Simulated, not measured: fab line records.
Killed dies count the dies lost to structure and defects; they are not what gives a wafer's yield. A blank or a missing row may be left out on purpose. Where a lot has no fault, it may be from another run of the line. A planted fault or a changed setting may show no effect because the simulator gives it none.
Which tool is to blame? :: flow nand_harc :: Sampling: 13 lots, 38 wafers, 5 of 1159 route steps

== WHAT EACH GAUGE READ, for each wafer ==
NHARC_P_CONTACT_CD_MEAS_19.
lot: L113
measured: day 5 16:50
on: cd_sem-03
cd_nm (nm): 88.1 87.5 88.7

lot: L114
measured: day 5 22:47
on: cd_sem-02
cd_nm (nm): 89.4 91.2 90.8

lot: L115
measured: day 5 23:43
on: cd_sem-01
cd_nm (nm): 86.1 88.2 86.7

lot: L116
measured: day 6 15:05
on: cd_sem-01
cd_nm (nm): 90.9 89.2 91.3

lot: L117
measured: day 6 15:58
on: cd_sem-02
cd_nm (nm): 86.9 85.3 92.8

lot: L118
measured: day 6 20:34
on: cd_sem-03
cd_nm (nm): 87.5 87.1 91.3

lot: L122
measured: day 7 21:10
on: cd_sem-03
cd_nm (nm): 90.4 87.6 92.3

lot: L124
measured: day 8 11:43
on: cd_sem-01
cd_nm (nm): 85.7 85.7

lot: L126
measured: day 8 21:05
on: cd_sem-01
cd_nm (nm): 80.9 90.8 88.4

lot: L127
measured: day 9 04:33
on: cd_sem-03
cd_nm (nm): 91.1 85.3 88.8

lot: L130
measured: day 10 02:51
on: cd_sem-02
cd_nm (nm): 89.3 86.7 89.6

lot: L134
measured: day 10 22:20
on: cd_sem-01
cd_nm (nm): 93.8 88.0 87.8

lot: L135
measured: day 11 04:15
on: cd_sem-01
cd_nm (nm): 88.8 86.6 89.8

NHARC_END_SORT_01.
lot: L124
measured: day 25 05:26
on: prober-02
killed_at_array: 41 47
killed_at_other: 1 3
killed_at_periphery: 5 626
killed_dies: 47 676
killed_open: 5 5
killed_short: 2 2

lot: L126
measured: day 25 03:07
on: prober-01
killed_at_array: 23 30 24
killed_at_other: 1 0 1
killed_at_periphery: 1 0 646
killed_dies: 25 30 671
killed_open: 3 5 3
killed_short: 2 1 3

lot: L127
measured: day 25 10:55
on: prober-01
killed_at_array: 20 30 37
killed_at_other: 3 2 0
killed_at_periphery: 4 0 630
killed_dies: 27 32 667
killed_open: 2 2 0
killed_short: 1 2 1

== WHICH TOOL RAN EACH LOT (tool, then ch and the chambers of the sampled wafers, then the start) ==
lot: L113
NHARC_P_CONTACT_DEP_30: pecvd-02 ch 0,1, day 5 14:14
NHARC_P_CONTACT_ETCH_36: rie_diel-01 ch 2,3, day 5 16:10
NHARC_P_CONTACT_DEGAS_38: pvd_sputter-02, day 5 17:32

lot: L114
NHARC_P_CONTACT_DEP_30: pecvd-01 ch 1,2, day 5 20:13
NHARC_P_CONTACT_ETCH_36: rie_diel-01 ch 0,1, day 5 22:04
NHARC_P_CONTACT_DEGAS_38: pvd_sputter-01, day 5 23:29

lot: L115
NHARC_P_CONTACT_DEP_30: pecvd-02 ch 0,2, day 5 21:00
NHARC_P_CONTACT_ETCH_36: rie_diel-12 ch 2,3, day 5 22:50
NHARC_P_CONTACT_DEGAS_38: pvd_sputter-02, day 6 00:26

lot: L116
NHARC_P_CONTACT_DEP_30: pecvd-03 ch 0,1, day 6 12:28
NHARC_P_CONTACT_ETCH_36: rie_diel-04 ch 0,3, day 6 14:23
NHARC_P_CONTACT_DEGAS_38: pvd_sputter-03, day 6 15:47

lot: L117
NHARC_P_CONTACT_DEP_30: pecvd-02 ch 1,2, day 6 13:24
NHARC_P_CONTACT_ETCH_36: rie_diel-04 ch 1,2,3, day 6 15:20
NHARC_P_CONTACT_DEGAS_38: pvd_sputter-01, day 6 16:41

lot: L118
NHARC_P_CONTACT_DEP_30: pecvd-02 ch 0,1,2, day 6 18:05
NHARC_P_CONTACT_ETCH_36: rie_diel-04 ch 0,1,2, day 6 19:52
NHARC_P_CONTACT_DEGAS_38: pvd_sputter-01, day 6 21:16

lot: L122
NHARC_P_CONTACT_DEP_30: pecvd-03 ch 1,2, day 7 18:23
NHARC_P_CONTACT_ETCH_36: rie_diel-01 ch 2,3, day 7 20:23
NHARC_P_CONTACT_DEGAS_38: pvd_sputter-02, day 7 21:53

lot: L124
NHARC_P_CONTACT_DEP_30: pecvd-03 ch 0,1, day 8 09:06
NHARC_P_CONTACT_ETCH_36: rie_diel-04 ch 1,2, day 8 10:59
NHARC_P_CONTACT_DEGAS_38: pvd_sputter-01, day 8 12:28

lot: L126
NHARC_P_CONTACT_DEP_30: pecvd-01 ch 0,1,2, day 8 18:35
NHARC_P_CONTACT_ETCH_36: rie_diel-04 ch 0,2,3, day 8 20:23
NHARC_P_CONTACT_DEGAS_38: pvd_sputter-01, day 8 21:47

lot: L127
NHARC_P_CONTACT_DEP_30: pecvd-03 ch 0,1,2, day 9 01:56
NHARC_P_CONTACT_ETCH_36: rie_diel-04 ch 1,3, day 9 03:52
NHARC_P_CONTACT_DEGAS_38: pvd_sputter-02, day 9 05:19

lot: L130
NHARC_P_CONTACT_DEP_30: pecvd-01 ch 0,2, day 10 00:25
NHARC_P_CONTACT_ETCH_36: rie_diel-01 ch 0,1,2, day 10 02:11
NHARC_P_CONTACT_DEGAS_38: pvd_sputter-03, day 10 03:34

lot: L134
NHARC_P_CONTACT_DEP_30: pecvd-02 ch 0,2, day 10 19:43
NHARC_P_CONTACT_ETCH_36: rie_diel-01 ch 0,2,3, day 10 21:38
NHARC_P_CONTACT_DEGAS_38: pvd_sputter-02, day 10 23:03

lot: L135
NHARC_P_CONTACT_DEP_30: pecvd-03 ch 0,1, day 11 01:37
NHARC_P_CONTACT_ETCH_36: rie_diel-12 ch 0,3, day 11 03:31
NHARC_P_CONTACT_DEGAS_38: pvd_sputter-01, day 11 04:58
- NHARC_P_CONTACT_DEP_30: deposits SiNx, target thk 30 nm.
- NHARC_P_CONTACT_ETCH_36: etches the open film in N2/H2, target depth 260 nm, time 406.25 s.
- NHARC_P_CONTACT_DEGAS_38: time 60 s.

== AS READ BY THE TOOLS THEMSELVES (means over the sampled wafers that have a number; for cases with no such wafer, the mark the record gives instead) ==
NHARC_P_CONTACT_DEP_30.
lot: L113
tool: pecvd-02
heater_power_w (W): 657

lot: L114
tool: pecvd-01
heater_power_w (W): 811

lot: L115
tool: pecvd-02
heater_power_w (W): 632

lot: L116
tool: pecvd-03
heater_power_w (W): 734

lot: L117
tool: pecvd-02
heater_power_w (W): 707

lot: L118
tool: pecvd-02
heater_power_w (W): 634

lot: L122
tool: pecvd-03
heater_power_w (W): 697

lot: L124
tool: pecvd-03
heater_power_w (W): 698

lot: L126
tool: pecvd-01
heater_power_w (W): 754

lot: L127
tool: pecvd-03
heater_power_w (W): 774

lot: L130
tool: pecvd-01
heater_power_w (W): 833

lot: L134
tool: pecvd-02
heater_power_w (W): 690

lot: L135
tool: pecvd-03
heater_power_w (W): 724

NHARC_P_CONTACT_ETCH_36.
lot: L113
tool: rie_diel-01
drypump_motor_current_A (A): 5.7
mfc_ar_sccm (sccm): 0.002
oes_product_au (a.u.): 0.994
rf_vpp_V (V): 433.2
run_length_s (s): 427.8
showerhead_plenum_p_Torr (Torr): 2.12
throttle_valve_pct (%): 14.167

lot: L114
tool: rie_diel-01
drypump_motor_current_A (A): 5.1
mfc_ar_sccm (sccm): 0.000
oes_product_au (a.u.): 1.024
rf_vpp_V (V): 428.7
run_length_s (s): 427.4
showerhead_plenum_p_Torr (Torr): 1.99
throttle_valve_pct (%): 14.177

lot: L115
tool: rie_diel-12
drypump_motor_current_A (A): 6.1
mfc_ar_sccm (sccm): 0.000
oes_product_au (a.u.): 0.997
rf_vpp_V (V): 433.1
run_length_s (s): 427.2
showerhead_plenum_p_Torr (Torr): 2.14
throttle_valve_pct (%): 14.172

lot: L116
tool: rie_diel-04
drypump_motor_current_A (A): 6.1
mfc_ar_sccm (sccm): 0.020
oes_product_au (a.u.): 0.996
rf_vpp_V (V): 430.1
run_length_s (s): 427.8
showerhead_plenum_p_Torr (Torr): 2.04
throttle_valve_pct (%): 14.171

lot: L117
tool: rie_diel-04
drypump_motor_current_A (A): 5.6
mfc_ar_sccm (sccm): 0.016
oes_product_au (a.u.): 1.004
rf_vpp_V (V): 431.6
run_length_s (s): 427.8
showerhead_plenum_p_Torr (Torr): 2.08
throttle_valve_pct (%): 14.173

lot: L118
tool: rie_diel-04
drypump_motor_current_A (A): 5.2
mfc_ar_sccm (sccm): 0.006
oes_product_au (a.u.): 1.016
rf_vpp_V (V): 430.6
run_length_s (s): 427.6
showerhead_plenum_p_Torr (Torr): 2.04
throttle_valve_pct (%): 14.171

lot: L122
tool: rie_diel-01
drypump_motor_current_A (A): 5.8
mfc_ar_sccm (sccm): 0.004
oes_product_au (a.u.): 0.993
rf_vpp_V (V): 430.4
run_length_s (s): 428.0
showerhead_plenum_p_Torr (Torr): 2.04
throttle_valve_pct (%): 14.169

lot: L124
tool: rie_diel-04
drypump_motor_current_A (A): 5.2
mfc_ar_sccm (sccm): 0.009
oes_product_au (a.u.): 1.010
rf_vpp_V (V): 430.9
run_length_s (s): 374.2
showerhead_plenum_p_Torr (Torr): 2.08
throttle_valve_pct (%): 14.166

lot: L126
tool: rie_diel-04
drypump_motor_current_A (A): 5.7
mfc_ar_sccm (sccm): 0.010
oes_product_au (a.u.): 1.008
rf_vpp_V (V): 431.7
run_length_s (s): 392.1
showerhead_plenum_p_Torr (Torr): 2.07
throttle_valve_pct (%): 14.167

lot: L127
tool: rie_diel-04
drypump_motor_current_A (A): 6.0
mfc_ar_sccm (sccm): 0.026
oes_product_au (a.u.): 0.996
rf_vpp_V (V): 431.4
run_length_s (s): 392.1
showerhead_plenum_p_Torr (Torr): 2.06
throttle_valve_pct (%): 14.173

lot: L130
tool: rie_diel-01
drypump_motor_current_A (A): 5.3
mfc_ar_sccm (sccm): 0.000
oes_product_au (a.u.): 0.998
rf_vpp_V (V): 430.4
run_length_s (s): 427.4
showerhead_plenum_p_Torr (Torr): 2.06
throttle_valve_pct (%): 14.164

lot: L134
tool: rie_diel-01
drypump_motor_current_A (A): 5.5
mfc_ar_sccm (sccm): 0.002
oes_product_au (a.u.): 1.001
rf_vpp_V (V): 431.5
run_length_s (s): 427.6
showerhead_plenum_p_Torr (Torr): 2.07
throttle_valve_pct (%): 14.171

lot: L135
tool: rie_diel-12
drypump_motor_current_A (A): 5.9
mfc_ar_sccm (sccm): 0.000
oes_product_au (a.u.): 1.004
rf_vpp_V (V): 431.5
run_length_s (s): 427.4
showerhead_plenum_p_Torr (Torr): 2.08
throttle_valve_pct (%): 14.165

NHARC_P_CONTACT_DEGAS_38.
lot: L113
tool: pvd_sputter-02
heater_power_w (W): 393

lot: L114
tool: pvd_sputter-01
heater_power_w (W): 441

lot: L115
tool: pvd_sputter-02
heater_power_w (W): 461

lot: L116
tool: pvd_sputter-03
heater_power_w (W): 498

lot: L117
tool: pvd_sputter-01
heater_power_w (W): 443

lot: L118
tool: pvd_sputter-01
heater_power_w (W): 446

lot: L122
tool: pvd_sputter-02
heater_power_w (W): 404

lot: L124
tool: pvd_sputter-01
heater_power_w (W): 470

lot: L126
tool: pvd_sputter-01
heater_power_w (W): 428

lot: L127
tool: pvd_sputter-02
heater_power_w (W): 438

lot: L130
tool: pvd_sputter-03
heater_power_w (W): 469

lot: L134
tool: pvd_sputter-02
heater_power_w (W): 442

lot: L135
tool: pvd_sputter-01
heater_power_w (W): 437

== THE ANSWER, worked out from the rows above alone ==
Rule: the usual values come from the lots themselves. Put in order of their means at a reading, lots are off if they are a third of the lots or fewer, leave a main group of 4 or more, and stand apart from it by a gap of 3 or more times the standard deviation of the main group's means; of several such gaps the widest counts. The tables above print the reading to a certain number of digits; a main group whose means all agree to those digits is not used. A lot without any number at a reading at which 4 lots or more have one is off too. All remaining lots with rows at the step are treated as sound. First the gauges in route order, then the tools' own readings, where a lot's mean is used as printed above. At the first step where some lot is off, the reading lying furthest off is the one used; lots without a number count as furthest.
Off: L124, L126, L127, at NHARC_P_CONTACT_ETCH_36 (run_length_s). The main group: mean 427.6 s, standard deviation 0.24.
If a tool, at that step or one of the process steps before it, ran each lot that is off and ran no sound lot following the first of them, it fits. One fits: rie_diel-04 at NHARC_P_CONTACT_ETCH_36. A fault onset in the window from L118 (day 6 19:52, its last sound lot) to L124 (day 8 10:59, its first lot off) fits.
The tool's own readings at NHARC_P_CONTACT_ETCH_36 bear it out: on the lots that are off they differ by more than 5 times the standard deviation of the sound lots' means. run_length_s reads 386.1 s there against 427.6 s on the sound lots.

== WHAT THE SIMULATOR PUT IN ==
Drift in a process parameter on rie_diel-04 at NHARC_P_CONTACT_ETCH_36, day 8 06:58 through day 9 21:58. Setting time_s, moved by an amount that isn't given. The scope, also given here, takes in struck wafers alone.
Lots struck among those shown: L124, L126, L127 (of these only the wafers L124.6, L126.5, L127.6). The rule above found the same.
